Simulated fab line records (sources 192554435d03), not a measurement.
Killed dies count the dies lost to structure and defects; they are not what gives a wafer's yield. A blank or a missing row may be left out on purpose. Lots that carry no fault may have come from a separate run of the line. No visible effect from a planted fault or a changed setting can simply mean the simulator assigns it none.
Which of the tools did it?    flow n5 finfet    24 wafers from 8 lots sampled at 5 of the route's 1938 steps

WHAT EACH GAUGE READ, for each wafer
N5_FIN_CUT_INSPECT_10: inspects for defects (brightfield).
lot   measured     on                 raw defect count
L781  day 2 02:46  defect inspect-02  58 45 65
L783  day 2 14:38  defect inspect-02  35 35 31
L785  day 3 03:08  defect inspect-01  65 32 53
L786  day 3 08:32  defect inspect-01  69 35 53
L793  day 5 07:22  defect inspect-02  66 74 76
L794  day 5 11:53  defect inspect-02  41 43 46
L796  day 5 21:06  defect inspect-02  648 52 47
L800  day 6 20:46  defect inspect-02  41 646 31

TOOL THAT RAN EACH LOT (tool first, then ch and the chambers of the sampled wafers, then the start)
lot   N5_FIN_SAQP_STRIP_55               N5_FIN_SAQP_ETCH_65              N5_FIN_SAQP_RECESS_63              N5_FIN_SAQP_FIN_ETCH_36
L781  rie diel-06 ch 1,2, day 1 21:58    rie si-03 ch 0,1, day 1 23:46    vapor etch-02 ch 0,1, day 1 23:59  rie si-06 ch 0,1,3, day 2 01:59
L783  rie diel-06 ch 2,3, day 2 10:29    rie si-01 ch 0,1,2, day 2 12:17  vapor etch-02 ch 0,1, day 2 12:31  rie si-01 ch 0,3, day 2 14:00
L785  rie diel-03 ch 0,1,2, day 2 22:43  rie si-03 ch 1,2,3, day 3 00:31  vapor etch-02 ch 0,1, day 3 00:44  rie si-01 ch 0,3, day 3 02:29
L786  rie diel-06 ch 2,3, day 3 04:23    rie si-06 ch 0,2, day 3 06:10    vapor etch-02 ch 0,1, day 3 06:16  rie si-06 ch 0,1,2, day 3 07:53
L793  rie diel-01 ch 2,3, day 5 00:17    rie si-06 ch 0,1, day 5 02:53    vapor etch-01 ch 0,1, day 5 03:00  rie si-06 ch 0,3, day 5 06:36
L794  rie diel-03 ch 0,2,3, day 5 07:34  rie si-06 ch 0,2, day 5 09:21    vapor etch-02 ch 1, day 5 09:28    rie si-03 ch 0,2,3, day 5 11:15
L796  rie diel-01 ch 0,1,3, day 5 16:28  rie si-06 ch 0,2,3, day 5 18:14  vapor etch-02 ch 0,1, day 5 18:21  rie si-06 ch 0,1, day 5 20:25
L800  rie diel-06 ch 2,3, day 6 16:14    rie si-06 ch 0,1,2, day 6 18:10  vapor etch-02 ch 0,1, day 6 18:17  rie si-01 ch 0,2,3, day 6 20:08
- N5_FIN_SAQP_STRIP_55: strips in N2/H2.
- N5_FIN_SAQP_ETCH_65: etches SiO2 in CF4, target depth 4 nm, time 4.4 s.
- N5_FIN_SAQP_RECESS_63: chemistry HF/NH3, target SiO2, target depth 18 nm, afs cycles 3, sublimation time 60 s.
- N5_FIN_SAQP_FIN_ETCH_36: etches the open film in HBr/Cl2/O2, target depth 120 nm, time 50.4 s.

THE ANSWER, worked out from the rows above alone
Rule: usual is defined by the lots themselves. Put in order of their means at a reading, lots are off if they are a third of the lots or fewer, leave a main group of 4 or more, and stand apart from it by a gap of 3 or more times the standard deviation of the main group's means; of several such gaps the widest counts. If all means in a main group match to the digits the tables above print for the reading, that group is not used. A lot without any number at a reading at which 4 lots or more have one is off too. All remaining lots with rows at the step are treated as sound.
Off: L796, L800, at N5_FIN_CUT_INSPECT_10 (raw defect count). The main group: mean 51, standard deviation 12.
A tool fits if, at a process step before that reading, it ran every lot that is off, and no sound lot after the first of them. Those tools and the gauges at N5_FIN_CUT_INSPECT_10 are tried in the same way. Can't be told from this: 3 tools fit, rie si-06 at N5_FIN_SAQP_ETCH_65, vapor etch-02 at N5_FIN_SAQP_RECESS_63, defect inspect-02 at N5_FIN_CUT_INSPECT_10.

WHAT HAD BEEN PUT IN BY THE SIMULATOR
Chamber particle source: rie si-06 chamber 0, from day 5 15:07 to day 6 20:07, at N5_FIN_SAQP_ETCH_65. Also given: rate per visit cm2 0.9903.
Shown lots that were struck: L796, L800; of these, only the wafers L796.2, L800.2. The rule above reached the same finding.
